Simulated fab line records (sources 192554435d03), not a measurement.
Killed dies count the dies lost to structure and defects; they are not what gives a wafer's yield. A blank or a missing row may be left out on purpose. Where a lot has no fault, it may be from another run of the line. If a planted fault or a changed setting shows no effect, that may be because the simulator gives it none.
Which of the tools did it? + flow n5 finfet + 10 lots with 30 wafers sampled at 5 steps, on a route of 1938 steps

WHAT THE GAUGES READ, wafer by wafer
N5_BEOL_M11_CD_MEAS_18: pitch 140 nm, target cd 70 nm. Usual: 70.1 nm for cd nm, sd 0.48.
| lot  | measured     | on        | cd nm (nm)     | flag |
|------|--------------|-----------|----------------|------|
| L822 | day 12 19:26 | cd sem-02 | 69.6 69.9 70.1 |      |
| L823 | day 12 20:46 | cd sem-02 | 69.9 69.9 69.5 |      |
| L826 | day 13 04:04 | cd sem-01 | 71.0 70.6 71.3 |      |
| L828 | day 14 08:14 | cd sem-01 | 70.0 70.1 70.2 |      |
| L839 | day 17 12:55 | cd sem-03 | 69.8 69.5 70.0 |      |
| L835 | day 17 15:10 | cd sem-01 | 70.0 70.1 70.0 |      |
| L836 | day 17 22:47 | cd sem-01 | 70.3 70.4 70.5 |      |
| L837 | day 18 03:04 | cd sem-03 | 70.3 70.3 70.4 |      |
| L840 | day 18 03:34 | cd sem-02 | 69.6 69.3 69.9 |      |
| L842 | day 18 07:20 | cd sem-01 | 69.0 70.3 69.7 |      |

N5_BEOL_M11_INSPECT_58: inspects for defects (darkfield). Usual: 67 for raw defect count, sd 21.
| lot  | measured     | on                | raw defect count | flag |
|------|--------------|-------------------|------------------|------|
| L822 | day 13 00:17 | defect inspect-02 | 124 30 52        |      |
| L823 | day 13 02:52 | defect inspect-01 | 112 86 38        |      |
| L826 | day 13 11:26 | defect inspect-01 | 62 50 638        | OFF  |
| L828 | day 14 13:15 | defect inspect-01 | 39 55 581        | OFF  |
| L839 | day 17 16:20 | defect inspect-02 | 64 60 42         |      |
| L835 | day 17 21:08 | defect inspect-01 | 85 57 63         |      |
| L836 | day 18 06:07 | defect inspect-01 | 59 37 59         |      |
| L837 | day 18 07:22 | defect inspect-01 | 75 82 60         |      |
| L840 | day 18 09:43 | defect inspect-02 | 69 48 123        |      |
| L842 | day 18 11:00 | defect inspect-02 | 65 82 101        |      |

N5_BEOL_M12_CD_MEAS_10 targets a cd of 140 nm. Usual: 140.3 nm for cd nm, sd 1.3.
| lot  | measured     | on        | cd nm (nm)        | flag |
|------|--------------|-----------|-------------------|------|
| L822 | day 13 00:46 | cd sem-01 | 139.9 140.0 139.6 |      |
| L823 | day 13 03:29 | cd sem-02 | 139.2 139.6 140.7 |      |
| L826 | day 13 11:55 | cd sem-02 | 140.1 139.6 140.3 |      |
| L828 | day 14 13:50 | cd sem-03 | 140.7 140.4 140.4 |      |
| L839 | day 17 16:49 | cd sem-01 | 140.4 140.2 139.8 |      |
| L835 | day 17 21:44 | cd sem-03 | 139.1 137.4 138.2 |      |
| L836 | day 18 06:35 | cd sem-01 | 138.0 137.8 138.9 |      |
| L837 | day 18 07:58 | cd sem-03 | 140.0 139.6 140.9 |      |
| L840 | day 18 10:11 | cd sem-01 | 139.4 140.2 140.2 |      |
| L842 | day 18 11:36 | cd sem-03 | 139.8 142.3 141.1 |      |

N5_BEOL_M12_INSPECT_12: inspects for defects (macro). Usual: 1.8 for raw defect count, sd 1.4.
| lot  | measured     | on                | raw defect count | flag |
|------|--------------|-------------------|------------------|------|
| L822 | day 13 00:49 | defect inspect-01 | 4 0 0            |      |
| L823 | day 13 03:32 | defect inspect-01 | 2 1 3            |      |
| L826 | day 13 11:58 | defect inspect-01 | 4 1 >300         |      |
| L828 | day 14 13:54 | defect inspect-02 | 0 2 >300         |      |
| L839 | day 17 16:52 | defect inspect-01 | 1 0 3            |      |
| L835 | day 17 21:47 | defect inspect-01 | 2 3 2            |      |
| L836 | day 18 06:39 | defect inspect-02 | 1 2 0            |      |
| L837 | day 18 08:01 | defect inspect-01 | 5 1 3            |      |
| L840 | day 18 10:14 | defect inspect-01 | 1 2 1            |      |
| L842 | day 18 11:39 | defect inspect-01 | 3 7 3            |      |

WHAT TOOL EACH LOT RAN ON (gives the tool, then ch and the chambers of the sampled wafers, and finally the start)
| lot  | N5_BEOL_M11_PRE_CLEAN_55        |
|------|---------------------------------|
| L822 | pecvd-01 ch 0,1,2, day 13 00:11 |
| L823 | pecvd-01 ch 0,1, day 13 02:45   |
| L826 | pecvd-01 ch 1,2, day 13 11:19   |
| L828 | pecvd-01 ch 0,1, day 14 13:08   |
| L839 | pecvd-01 ch 1,2, day 17 16:13   |
| L835 | pecvd-01 ch 0,1, day 17 21:02   |
| L836 | pecvd-01 ch 0,1, day 18 06:01   |
| L837 | pecvd-01 ch 0,1, day 18 07:16   |
| L840 | pecvd-02 ch 0,2, day 18 09:36   |
| L842 | pecvd-01 ch 0,1, day 18 10:53   |
- N5_BEOL_M11_PRE_CLEAN_55: time 15 s.

AS READ BY THE TOOLS THEMSELVES (means over the sampled wafers that have a number; for cases with no such wafer, the mark the record gives instead)
N5_BEOL_M11_PRE_CLEAN_55. Usual: 294.8 W for rf fwd power W, sd 2.
| lot  | tool     | rf fwd power W (W) | flag |
|------|----------|--------------------|------|
| L822 | pecvd-01 | 295.3              |      |
| L823 | pecvd-01 | 294.8              |      |
| L826 | pecvd-01 | 295.3              |      |
| L828 | pecvd-01 | 295.7              |      |
| L839 | pecvd-01 | 293.7              |      |
| L835 | pecvd-01 | 294.2              |      |
| L836 | pecvd-01 | 294.0              |      |
| L837 | pecvd-01 | 294.3              |      |
| L840 | pecvd-02 | 293.1              |      |
| L842 | pecvd-01 | 294.9              |      |

THE ANSWER, worked out from the rows above alone
Rule: lot off if the mean of its wafers having a number is beyond 3 standard deviations from the usual mean. Also off: a lot with no number at a reading for which 4 or more lots have one. The other lots that the step has rows for count as sound. After the gauges, taken in route order, come the tools' own readings; for these a lot's mean is taken, as printed above. The first step at which some lot is off is used, and at that step the reading that is off furthest; a lot without a number counts as furthest.
Off: L826, L828, at N5_BEOL_M11_INSPECT_58 (raw defect count).
If a tool, at a process step before that reading, ran all the lots that are off and no sound lot after the first of them, it fits. Gauges at N5_BEOL_M11_INSPECT_58: tried the same way as those tools. None of those tried fits.

WHAT HAD BEEN PUT IN BY THE SIMULATOR
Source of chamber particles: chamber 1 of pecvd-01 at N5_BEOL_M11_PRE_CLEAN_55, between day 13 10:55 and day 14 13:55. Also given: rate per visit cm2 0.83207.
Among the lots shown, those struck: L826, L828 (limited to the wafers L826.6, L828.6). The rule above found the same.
